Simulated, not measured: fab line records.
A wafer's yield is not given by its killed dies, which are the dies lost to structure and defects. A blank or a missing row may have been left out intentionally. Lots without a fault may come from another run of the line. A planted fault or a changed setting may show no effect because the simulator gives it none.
fab line records	flow n5Finfet
record: lots: 6	wafers: 18	lastDay: 17
route steps=1938 shown MOL_CONTACT_COAG@594 BEOL_M4@1111 PASSIVATION@1936
lots that met no fault: taken from a fault-free run of the same line
startH: hours from the record's first day to the start of the lot's first wafer shown	waitH: hours since the lot's step before	" same as the row above	L1.1+2: a row that stands for several wafers	- no value, or no start given	* or withheld: withheld	< > ~ a bound
route shown NAME@n: NAME is a module with steps in the file, n the number in the route of the first one	usual: the fault-free wafers' mean and standard deviation	same: alike in all rows	chamber/n: place in a boat	sites: readings site by site	_std_site: their standard deviation	_edge_site: mean of outer sites minus mean of inner sites	radiusMm: how far each site lies from the wafer's centre	mask NAME#n: copy n	behind: the last tool/chamber to shape the wafer	hold: what put the lot on hold/how long, in hours/how the hold closed	device: transistor that didn't switch, given as n, p or np	end of line: tests run on the same wafers once the route is complete	a step given without rows: its recipe and nothing more	killed: dies lost to structure and defects at the first sort, not the wafer's yield	map: a wafer's dies, x killed, . not, _ none there
set.NAME: the setting as run; set.NAME@STEP: as run at that earlier step	model.NAME: the simulator's own value behind a step, which no gauge read
certain route steps with their lots: each step a table, each wafer a row
services: a tool's chamber out of use, with start hour (startH, from the record's first day; less than 0 if before it), hours out, and reason
== steps ==
step: N5_MOL_CONTACT_COAG_COAT_63
recipe: resist: SiARC	tempC: 220	timeS: 60	spinRpm: 1500	resistThkNm: 10
step: N5_MOL_CONTACT_COAG_COAT_64
recipe: resist: underlayer	tempC: 205	timeS: 60	spinRpm: 1500	resistThkNm: 10
step: N5_MOL_CONTACT_COAG_COAT_34
recipe: resist: CAR-EUV	spinRpm: 1500	resistThkNm: 40
step: N5_MOL_CONTACT_COAG_EBR_36
recipe: solvent: PGMEA	ebrWidthMm: 1.5
step: N5_MOL_CONTACT_COAG_SOFTBAKE_35
recipe: tempC: 110	timeS: 60	resist: CAR-EUV
step: N5_MOL_CONTACT_COAG_EXPOSE_37
recipe: maskId: VD	na: 0.33	sourceShape: annular	sigmaInner: 0.3	sigmaOuter: 0.7	polarization: unpolarized	defocusNm: 0	doseMj: 62
step: N5_MOL_CONTACT_COAG_PEB_38
recipe: pebTempC: 100	pebTimeS: 60	resist: CAR-EUV
step: N5_MOL_CONTACT_COAG_DEVELOP_39
recipe: developTimeS: 30	developer: TMAH	resist: CAR-EUV	rinseLiquid: surfactantRinse	dry: airSpin	devTempC: 23
step: N5_MOL_CONTACT_COAG_CD_MEAS_40
recipe: targetCdNm: 25.1	landingEnergyEv: 500	detector: seInlens	polarity: opening
usual: cdNm: 25.14/0.23
lot.wafer	tool	chamber	startH	waitH	cdNm
L797.2	cdSem-01	0	104.27	-	25.06
L797.4	"	0	"	"	25.40
L797.6	"	0	"	"	25.23
L801.2	cdSem-03	0	140.67	-	25.37
L801.3	"	0	"	"	25.39
L801.5	"	0	"	"	24.79
L807.3	cdSem-02	0	166.16	-	24.95
L807.4	"	0	"	"	25.35
L807.6	"	0	"	"	24.85
L809.1	cdSem-02	0	176.85	-	25.07
L809.5	"	0	"	"	24.71
L809.6	"	0	"	"	25.11
L812.4	cdSem-02	0	196.18	-	24.95
L812.5	"	0	"	"	25.37
L812.6	"	0	"	"	25.25
L815.2	cdSem-03	0	215.28	-	25.30
L815.4	"	0	"	"	25.23
L815.6	"	0	"	"	25.41
step: N5_MOL_CONTACT_COAG_OVL_MEAS_41
recipe: pointsPerWafer: 522
usual: VD_OVL: 0.3/0.67
lot.wafer	tool	chamber	startH	waitH	VD_OVL[nm]
L797.2	overlay-01	0	104.31	0.0	-0.2
L797.4	"	0	"	"	-0.1
L797.6	"	0	"	"	1.2
L801.2	overlay-01	0	140.70	0.0	-0.3
L801.3	"	0	"	"	0.8
L801.5	"	0	"	"	0.5
L807.3	overlay-01	0	166.20	0.0	0.5
L807.4	"	0	"	"	1.5
L807.6	"	0	"	"	1.2
L809.1	overlay-01	0	176.88	0.0	-0.3
L809.5	"	0	"	"	0.0
L809.6	"	0	"	"	-0.2
L812.4	overlay-02	0	196.23	0.0	-0.9
L812.5	"	0	"	"	0.4
L812.6	"	0	"	"	-0.6
L815.2	overlay-02	0	215.32	0.0	1.2
L815.4	"	0	"	"	0.5
L815.6	"	0	"	"	0.4
step: N5_MOL_CONTACT_COAG_INSPECT_42
recipe: mode: adi	inspectInstrument: brightfield
usual: rawDefectCount: 212/51
lot.wafer	tool	chamber	startH	waitH	rawDefectCount
L797.2	defectInspect-02	-	104.36	0.0	254
L797.4	"	-	"	"	161
L797.6	"	-	"	"	208
L801.2	defectInspect-01	-	140.76	0.0	201
L801.3	"	-	"	"	234
L801.5	"	-	"	"	163
L807.3	defectInspect-01	-	166.25	0.0	203
L807.4	"	-	"	"	207
L807.6	"	-	"	"	310
L809.1	defectInspect-01	-	176.94	0.1	164
L809.5	"	-	"	"	165
L809.6	"	-	"	"	236
L812.4	defectInspect-01	-	196.27	0.0	246
L812.5	"	-	"	"	173
L812.6	"	-	"	"	263
L815.2	defectInspect-01	-	215.37	0.0	222
L815.4	"	-	"	"	203
L815.6	"	-	"	"	187
step: N5_MOL_CONTACT_COAG_DESCUM_45
recipe: chemistry: O2	timeS: 7	sourcePowerW: 50	biasPowerW: 20	pressureMtorr: 20	rfFrequencyHz: 2.712e+07	tempC: 40	resist: CAR-EUV	o2FlowSccm: 225
usual: drypumpMotorCurrentA: 5.6/0.65	oesProductAu: 0.82/0.095	rfVppV: 242.4/1.3	showerheadPlenumPTorr: 2.05/0.066	throttleValvePct: 20.46/0.21
lot.wafer	tool	chamber	startH	waitH	drypumpMotorCurrentA	oesProductAu	rfHoursCounterH	rfVppV	showerheadPlenumPTorr	throttleValvePct
L797.2	rieDiel-06	0	104.72	0.4	5.2	0.88	34	242.5	2.04	20.31
L797.4	"	3	"	"	6.7	0.69	240	244.0	2.08	20.83
L797.6	"	2	"	"	5.4	0.74	-	240.4	1.98	20.54
L801.2	rieDiel-03	3	140.95	0.2	6.5	0.96	7	244.9	2.23	20.06
L801.3	"	0	"	"	5.0	0.91	26	243.9	2.15	20.63
L801.5	"	3	"	"	6.5	0.97	-	244.5	2.23	20.07
L807.3	rieDiel-03	1	166.55	0.3	6.6	0.69	224	240.2	1.97	20.61
L807.4	"	0	"	"	5.0	0.90	34	243.8	2.15	20.65
L807.6	"	3	"	"	6.5	0.94	-	244.9	2.22	20.08
L809.1	rieDiel-03	1	176.97	0.0	6.6	0.70	228	242.0	1.97	20.61
L809.5	"	0	"	"	5.0	0.90	-	244.0	2.15	20.65
L809.6	"	3	"	"	6.5	0.93	-	246.5	2.22	20.08
L812.4	rieDiel-04	2	196.30	0.0	5.8	0.69	234	243.8	2.05	20.54
L812.5	"	2	"	"	5.9	0.68	-	242.3	2.05	20.54
L812.6	"	3	"	"	5.6	0.86	-	241.1	2.06	20.75
L815.2	rieDiel-04	1	215.46	0.1	6.1	0.85	63	240.5	2.05	20.35
L815.4	"	1	"	"	6.1	0.85	-	242.4	2.05	20.34
L815.6	"	3	"	"	5.7	0.84	-	242.2	2.06	20.75
step: N5_MOL_CONTACT_COAG_ETCH_65
recipe: chemistry: N2/H2	target: underlayer	targetDepthA: 130	maskMaterial: CAR-EUV	timeS: 10.4	ionEnergyEv: 200	pressureMtorr: 30	sourceW: 840	biasW: 150	n2FlowSccm: 200	h2FlowSccm: 200	ends: cleared
usual: drypumpMotorCurrentA: 5.7/0.65	etchRfOnTimeS: 10.37/0.26	oesProductAu: 0.70/0.078	rfVppV: 522.4/2.2	showerheadPlenumPTorr: 2.49/0.069	throttleValvePct: 17.91/0.24
lot.wafer	tool	chamber	startH	waitH	drypumpMotorCurrentA	etchRfOnTimeS	oesProductAu	rfHoursCounterH	rfVppV	showerheadPlenumPTorr	throttleValvePct
L797.2	rieDiel-06	0	104.75	0.0	5.2	10.59	0.75	34	524.3	2.49	17.88
L797.4	"	3	"	"	6.7	10.83	0.58	240	524.3	2.50	18.15
L797.6	"	2	"	"	5.4	10.68	0.63	-	519.2	2.43	18.18
L801.2	rieDiel-03	3	140.98	0.0	6.5	10.01	0.82	7	527.9	2.70	17.44
L801.3	"	0	"	"	5.0	10.36	0.78	26	526.0	2.59	17.90
L801.5	"	3	"	"	6.5	9.90	0.82	-	527.8	2.70	17.44
L807.3	rieDiel-03	1	166.59	0.0	6.6	10.24	0.59	224	519.6	2.42	18.31
L807.4	"	0	"	"	5.0	10.37	0.75	34	524.8	2.59	17.91
L807.6	"	3	"	"	6.5	16.64	0.62	-	527.8	2.69	17.42
L809.1	rieDiel-03	1	177.01	0.0	6.6	17.57	0.45	228	519.6	2.42	18.27
L809.5	"	0	"	"	5.0	10.49	0.75	-	525.7	2.59	17.90
L809.6	"	3	"	"	6.5	17.08	0.59	-	529.4	2.69	17.41
L812.4	rieDiel-04	2	196.34	0.0	5.9	10.23	0.59	234	523.2	2.51	18.14
L812.5	"	2	"	"	5.9	10.22	0.60	-	522.5	2.51	18.14
L812.6	"	3	"	"	5.7	10.19	0.72	-	522.5	2.46	17.94
L815.2	rieDiel-04	1	215.50	0.0	6.1	9.91	0.73	63	522.2	2.48	17.62
L815.4	"	1	"	"	6.1	9.89	0.73	-	522.8	2.48	17.62
L815.6	"	3	"	"	5.7	10.08	0.72	-	522.7	2.45	17.96
step: N5_MOL_CONTACT_COAG_ETCH_66
recipe: chemistry: CF4	target: SiARC	targetDepthA: 130	maskMaterial: CAR-EUV	timeS: 21.7	ionEnergyEv: 80	pressureMtorr: 40	sourceW: 545	biasW: 36	Ar_flow_sccm: 100	cf4FlowSccm: 100	ends: cleared
usual: cf4FlowSccm: 99.9/0.32	drypumpMotorCurrentA: 5.6/0.65	etchRfOnTimeS: 21.7/0.51	oesProductAu: 0.70/0.078	rfVppV: 183.6/1.2	showerheadPlenumPTorr: 2.10/0.059	throttleValvePct: 15.63/0.24
lot.wafer	tool	chamber	startH	waitH	cf4FlowSccm	drypumpMotorCurrentA	etchRfOnTimeS	oesProductAu	rfHoursCounterH	rfVppV	showerheadPlenumPTorr	throttleValvePct
L797.2	rieDiel-06	0	104.77	0.0	100.6	5.2	21.7	0.76	34	183.6	2.11	15.56
L797.4	"	3	"	"	99.3	6.7	22.4	0.59	240	184.7	2.11	15.96
L797.6	"	2	"	"	100.1	5.4	21.6	0.63	-	182.6	2.05	15.81
L801.2	rieDiel-03	3	141.00	0.0	99.7	6.5	21.1	0.81	7	185.3	2.28	15.26
L801.3	"	0	"	"	99.6	5.0	21.9	0.77	26	185.3	2.19	15.66
L801.5	"	3	"	"	99.5	6.5	21.4	0.81	-	186.4	2.28	15.27
L807.3	rieDiel-03	1	166.60	0.0	100.1	6.6	21.9	0.59	224	181.2	2.04	15.90
L807.4	"	0	"	"	99.7	5.0	21.9	0.75	34	185.1	2.19	15.67
L807.6	"	3	"	"	100.3	6.5	21.1	0.79	-	185.3	2.27	15.28
L809.1	rieDiel-03	1	177.03	0.0	100.2	6.5	21.6	0.58	228	181.9	2.04	15.89
L809.5	"	0	"	"	99.9	5.0	21.9	0.75	-	184.3	2.19	15.70
L809.6	"	3	"	"	99.6	6.5	21.0	0.78	-	187.8	2.27	15.29
L812.4	rieDiel-04	2	196.36	0.0	100.4	5.8	21.5	0.59	234	184.3	2.12	15.93
L812.5	"	2	"	"	99.5	5.8	21.5	0.59	-	182.7	2.12	15.93
L812.6	"	3	"	"	100.0	5.6	21.2	0.73	-	181.5	2.10	15.78
L815.2	rieDiel-04	1	215.52	0.0	100.2	6.1	20.7	0.73	63	183.7	2.09	15.40
L815.4	"	1	"	"	99.9	6.1	20.7	0.73	-	181.5	2.09	15.40
L815.6	"	3	"	"	100.4	5.7	21.1	0.72	-	183.4	2.10	15.80
step: N5_BEOL_M4_RC_MEAS_101
usual: DIBL_N: 36.0/1.6	DIBL_P: 36.1/2	IOFF_N: 0.160/0.029	IOFF_P: 0.21/0.039	ION_N: 675/13	ION_P: 464/8.8	SS_N: 71.5/0.58	SS_P: 73.3/0.65	VT_N: 250/3.3	VT_P: -249/3.6
lot.wafer	tool	chamber	startH	waitH	DIBL_N[mV/V]	DIBL_P[mV/V]	IOFF_N[nA/um]	IOFF_P[nA/um]	ION_N[uA/um]	ION_P[uA/um]	SS_N[mV/dec]	SS_P[mV/dec]	VT_N[mV]	VT_P[mV]
L797.2	prober-01	0	169.45	0.2	35.3	33.5	0.136	0.19	666	457	71.1	72.9	254	-250
L797.4	"	0	"	"	35.9	33.5	0.140	0.19	665	456	72.1	73.3	254	-250
L797.6	"	0	"	"	35.9	34.1	0.144	0.20	656	456	71.2	73.1	250	-250
L801.2	prober-02	0	204.80	0.2	36.0	34.9	0.136	0.20	663	461	71.1	72.7	252	-248
L801.3	"	0	"	"	37.8	37.3	0.179	0.24	683	467	71.7	73.8	248	-248
L801.5	"	0	"	"	36.9	36.2	0.153	0.22	688	471	71.0	73.2	250	-245
L807.3	prober-01	0	236.55	0.3	37.6	38.9	0.199	0.28	697	488	71.8	73.8	247	-243
L807.4	"	0	"	"	35.5	35.7	0.150	0.22	671	464	71.2	73.6	251	-246
L807.6	"	0	"	"	36.2	37.1	0.167	0.24	683	474	71.8	73.1	248	-245
L809.1	prober-01	0	238.30	0.0	34.3	33.0	0.147	0.19	674	464	71.0	73.0	250	-248
L809.5	"	0	"	"	35.2	35.4	0.157	0.21	670	460	70.6	73.1	247	-248
L809.6	"	0	"	"	36.9	36.1	0.189	0.24	674	463	70.8	73.1	247	-244
L812.4	prober-02	0	268.35	0.5	35.2	36.3	0.154	0.23	669	466	72.0	73.8	249	-247
L812.5	"	0	"	"	33.2	33.6	0.123	0.19	671	468	70.5	72.8	252	-247
L812.6	"	0	"	"	37.5	38.1	0.183	0.24	667	463	71.9	73.9	249	-249
L815.2	prober-01	0	298.10	0.2	34.5	32.2	0.118	0.15	661	451	71.3	71.8	253	-256
L815.4	"	0	"	"	36.1	35.1	0.159	0.19	672	458	72.0	72.5	247	-253
L815.6	"	0	"	"	33.9	32.0	0.126	0.15	681	461	70.8	71.9	250	-253
step: N5_PASSIVATION_PROBE_49
usual: defectLimitedYield: 91.0/1.3	killed_at_M0_to_M3: 36/9.5	killed_at_M4_up: 14/5.6	killedAtContacts: 12/6.4	killedAtFrontEnd: 40/10	killedAtOther: 3.2/3	killedDies: 107/15	killedOpen: 69/12	killedShort: 35/7.7	sort_bin_5_function: 5.3/0.91	sort_bin_6_memory: 3.3/0.65	sortNPass: 1073/15	sortYieldPct: 91.0/1.3
same: grossDies: 1180	killedAtBackSide: 0	sort_bin_4_leakage[%]: 0	sort_bin_8_speed[%]: 0
lot.wafer	tool	chamber	startH	waitH	defectLimitedYield[%]	killed_at_M0_to_M3	killed_at_M4_up	killedAtContacts	killedAtFrontEnd	killedAtOther	killedDies	killedOpen	killedShort	sort_bin_5_function[%]	sort_bin_6_memory[%]	sortNPass	sortYieldPct[%]
L797.2	prober-01	-	273.04	0.1	88.1	48	17	3	72	1	141	106	27	6.9	4.2	1039	88.1
L797.4	prober-01	-	273.14	0.2	90.0	35	18	12	48	5	118	74	44	5.3	4.3	1062	90.0
L797.6	prober-01	-	273.24	0.3	90.2	52	8	9	43	4	116	88	23	5.3	4.1	1064	90.2
L801.2	prober-02	-	310.50	0.1	91.8	41	11	6	39	0	97	56	34	5.3	2.2	1083	91.8
L801.3	prober-02	-	310.55	0.1	93.4	31	10	4	30	3	78	47	29	4.0	2.3	1102	93.4
L801.5	prober-02	-	310.65	0.2	92.5	25	16	5	38	4	88	52	35	4.4	2.9	1092	92.5
killed by level:class
L797.2 STI_FIN_REVEAL:geometricParticle:open=29 BEOL_M1:geometricParticle:open=16 FIN_SAQP:geometricParticle:open=14 BEOL_M2:geometricParticle:open=7 BEOL_M0:geometricParticle:open=7 BEOL_M4:geometricParticle:open=7 HKMG_FIN:areaEtch=7 STI_FIN_REVEAL:geometricParticle:short=6
L797.4 STI_FIN_REVEAL:geometricParticle:open=18 BEOL_M0_SAQP:geometricParticle:short=11 MOL_CONTACT_COAG:geometricParticle:open=8 FIN_SAQP:geometricParticle:open=7 BEOL_M0_SAQP:geometricParticle:open=7 BEOL_M4:geometricParticle:open=7 STI_FIN_REVEAL:geometricParticle:short=6 DUMMY_GATE:geometricParticle:open=6
L797.6 BEOL_M1:geometricParticle:open=13 STI_FIN_REVEAL:geometricParticle:open=11 BEOL_M2:geometricParticle:open=11 FIN_SAQP:geometricParticle:open=10 BEOL_M3:geometricParticle:open=9 MOL_CONTACT_COAG:geometricParticle:open=7 BEOL_M0_SAQP:geometricParticle:open=7 HKMG_FIN:areaEtch=5
L801.2 BEOL_M0_SAQP:geometricParticle:open=12 BEOL_M0_SAQP:geometricParticle:short=11 FIN_SAQP:geometricParticle:open=7 DUMMY_GATE:geometricParticle:open=6 HKMG_FIN:areaEtch=6 FIN_SAQP:geometricParticle:short=5 MOL_CONTACT_COAG:geometricParticle:open=5 BEOL_M1:geometricParticle:open=5
L801.3 BEOL_M0_SAQP:geometricParticle:open=9 BEOL_M0_SAQP:geometricParticle:short=7 GATE_CUT:geometricParticle:short=5 BEOL_M3:geometricParticle:open=5 STARTING-WAFER:geometricParticle:short=5 FIN_SAQP:geometricParticle:open=4 MOL_CONTACT_COAG:geometricParticle:open=4 STARTING-WAFER:geometricParticle:open=4
L801.5 GATE_CUT:geometricParticle:short=10 BEOL_M4:geometricParticle:open=8 BEOL_M1:geometricParticle:short=6 BEOL_M2:geometricParticle:open=6 BEOL_M3:geometricParticle:open=5 BEOL_M5:geometricParticle:open=5 STI_FIN_REVEAL:geometricParticle:open=4 DUMMY_GATE:geometricParticle:open=4
== services ==
tool	chamber	startH	hours	kind
rieDiel-06	3	81.71	6.0	repair
rieDiel-03	-	97.60	2.8	pm
rieDiel-03	3	101.64	-	clean
rieDiel-03	3	101.64	-	consumableReplace:focusRing
rieDiel-03	3	101.64	-	consumableReplace:showerhead
rieDiel-03	3	101.64	20.1	scheduledDown
rieDiel-03	3	101.64	20.1	ventCycle
rieDiel-04	1	120.81	9.9	repair
rieDiel-06	3	135.20	-	clean
rieDiel-06	3	135.20	-	consumableReplace:focusRing
rieDiel-06	3	135.20	16.4	scheduledDown
rieDiel-06	3	135.20	16.4	ventCycle
rieDiel-04	0	148.13	8.1	repair
== key ==
firstSign: step: N5_MOL_CONTACT_COAG_ETCH_65	reading: etchRfOnTimeS	direction: up	sigmas: 26	usual: *	struck: *
effect none on later readings
metAt N5_MOL_CONTACT_COAG_ETCH_65
struckWafers L807.6,L809.1,L809.6
baselineLoss: step: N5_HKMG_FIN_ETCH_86	wafers: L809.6
onsetBetween 140.98 166.59
fault: kind: processParameterDrift	tool: rieDiel-03	chamber: -	onsetH: 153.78	steps: N5_MOL_CONTACT_COAG_ETCH_65	channel: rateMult	offset: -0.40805	shape: step	endH: 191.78	scope: struckWafersOnly
baselineLoss: these wafers lose ten dies or more at that step, a loss of the line's own and not of a fault; the sort's usual values leave them out
